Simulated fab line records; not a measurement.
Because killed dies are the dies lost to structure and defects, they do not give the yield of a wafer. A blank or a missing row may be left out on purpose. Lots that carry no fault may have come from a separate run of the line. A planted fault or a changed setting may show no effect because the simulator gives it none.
What tool caused it?    flow n5_finfet    10 lots, 29 wafers sampled, at 4 steps of a route of 1938

WHAT THE GAUGES READ, wafer by wafer
N5_MIM_BOT_LITHO_CD_MEAS_08: the cd target is 3000 nm.
lot   measured      on         cd_nm (nm)
L242  day 11 16:44  cd_sem-03  3000.5 2998.0 2999.5
L243  day 12 17:43  cd_sem-02  2999.0 2998.9 3000.5
L246  day 13 09:10  cd_sem-02  2999.8 3000.3 2997.8
L247  day 14 05:10  cd_sem-03  2999.5 3008.4
L254  day 15 12:37  cd_sem-02  2997.7 3002.3 2999.9
L256  day 15 12:52  cd_sem-01  2998.5 3002.8 3002.3
L258  day 16 20:18  cd_sem-01  3000.1 2999.3 3002.5
L261  day 17 03:18  cd_sem-02  3000.8 3003.8 2998.9
L263  day 18 08:34  cd_sem-01  3003.1 3000.0 2999.8
L265  day 18 19:05  cd_sem-02  3003.5 3002.4 3002.9

WHICH TOOL RAN EACH LOT (tool, then ch and the chambers of the sampled wafers, then the start)
lot   N5_MIM_TOP_DEGAS_04           N5_MIM_TOP_LITHO_DESCUM_10          N5_MIM_BOT_LITHO_PEB_06
L242  pvd_sputter-03, day 11 15:33  rie_diel-01 ch 0,2,3, day 11 16:04  litho_track-02 ch 0, day 11 16:37
L243  pvd_sputter-01, day 12 16:17  rie_diel-06 ch 0,1,3, day 12 16:48  litho_track-02 ch 0, day 12 17:36
L246  pvd_sputter-02, day 13 07:26  rie_diel-05 ch 0,1,3, day 13 08:17  litho_track-05 ch 0, day 13 09:02
L247  pvd_sputter-03, day 14 03:32  rie_diel-05 ch 0,1, day 14 04:14    litho_track-02 ch 0, day 14 05:03
L254  pvd_sputter-02, day 15 11:14  rie_diel-01 ch 0,1, day 15 11:58    litho_track-01 ch 0, day 15 12:30
L256  pvd_sputter-02, day 15 11:41  rie_diel-05 ch 0,1,2, day 15 12:13  litho_track-01 ch 0, day 15 12:44
L258  pvd_sputter-02, day 16 18:58  rie_diel-06 ch 0,2,3, day 16 19:31  litho_track-01 ch 0, day 16 20:10
L261  pvd_sputter-03, day 17 02:01  rie_diel-06 ch 1,2,3, day 17 02:32  litho_track-05 ch 0, day 17 03:11
L263  pvd_sputter-03, day 18 06:28  rie_diel-01 ch 0,2,3, day 18 07:53  litho_track-02 ch 0, day 18 08:27
L265  pvd_sputter-03, day 18 17:41  rie_diel-06 ch 2,3, day 18 18:26    litho_track-05 ch 0, day 18 18:58
- N5_MIM_TOP_DEGAS_04: time 60 s.
- N5_MIM_TOP_LITHO_DESCUM_10: chemistry O2, time 7.9 s.
- N5_MIM_BOT_LITHO_PEB_06

AS READ BY THE TOOLS THEMSELVES (means over the sampled wafers that have a number; for cases with no such wafer, the mark the record gives instead)
N5_MIM_TOP_DEGAS_04.
lot   tool            heater_power_w (W)
L242  pvd_sputter-03  474
L243  pvd_sputter-01  480
L246  pvd_sputter-02  492
L247  pvd_sputter-03  496
L254  pvd_sputter-02  517
L256  pvd_sputter-02  477
L258  pvd_sputter-02  485
L261  pvd_sputter-03  476
L263  pvd_sputter-03  452
L265  pvd_sputter-03  465

N5_MIM_TOP_LITHO_DESCUM_10.
lot   tool         drypump_motor_current_A (A)  o2_flow_sccm (sccm)  oes_product_au (a.u.)  rf_vpp_V (V)  showerhead_plenum_p_Torr (Torr)  temp_c (C)  throttle_valve_pct (%)
L242  rie_diel-01  5.5                          225.0                0.84                   242.8         2.06                             40.00       20.28
L243  rie_diel-06  5.3                          225.6                0.81                   243.6         2.10                             40.02       20.57
L246  rie_diel-05  6.0                          225.2                0.82                   242.7         2.07                             40.01       20.35
L247  rie_diel-05  5.9                          225.5                0.88                   242.7         2.04                             39.96       20.19
L254  rie_diel-01  5.0                          224.9                0.73                   242.8         2.02                             39.96       20.58
L256  rie_diel-05  5.8                          225.0                0.86                   243.2         2.07                             39.98       20.17
L258  rie_diel-06  5.9                          224.7                0.82                   244.2         2.16                             39.91       20.35
L261  rie_diel-06  5.7                          225.2                0.81                   244.2         2.14                             40.01       20.50
L263  rie_diel-01  5.5                          225.1                0.78                   242.4         2.04                             40.04       20.35
L265  rie_diel-06  5.9                          224.6                0.85                   244.6         2.20                             39.84       20.35

THE ANSWER, worked out from the rows above alone
Rule: usual is defined by the lots themselves. Put in order of their means at a reading, lots are off if they are a third of the lots or fewer, leave a main group of 4 or more, and stand apart from it by a gap of 3 or more times the standard deviation of the main group's means; of several such gaps the widest counts. A main group is skipped when, at the precision printed for the reading in the tables above, its means are all equal. Also off: a lot with no number at a reading for which 4 or more lots have one. The other lots that the step has rows for count as sound. The gauges are gone through in route order, then the tools' own readings, and for those a lot's mean is taken as printed above. At the first step where some lot is off, the reading lying furthest off is the one used; lots without a number count as furthest.
No lot is off at any reading shown: from this, nothing can be told.

WHAT THE SIMULATOR HAD INSERTED
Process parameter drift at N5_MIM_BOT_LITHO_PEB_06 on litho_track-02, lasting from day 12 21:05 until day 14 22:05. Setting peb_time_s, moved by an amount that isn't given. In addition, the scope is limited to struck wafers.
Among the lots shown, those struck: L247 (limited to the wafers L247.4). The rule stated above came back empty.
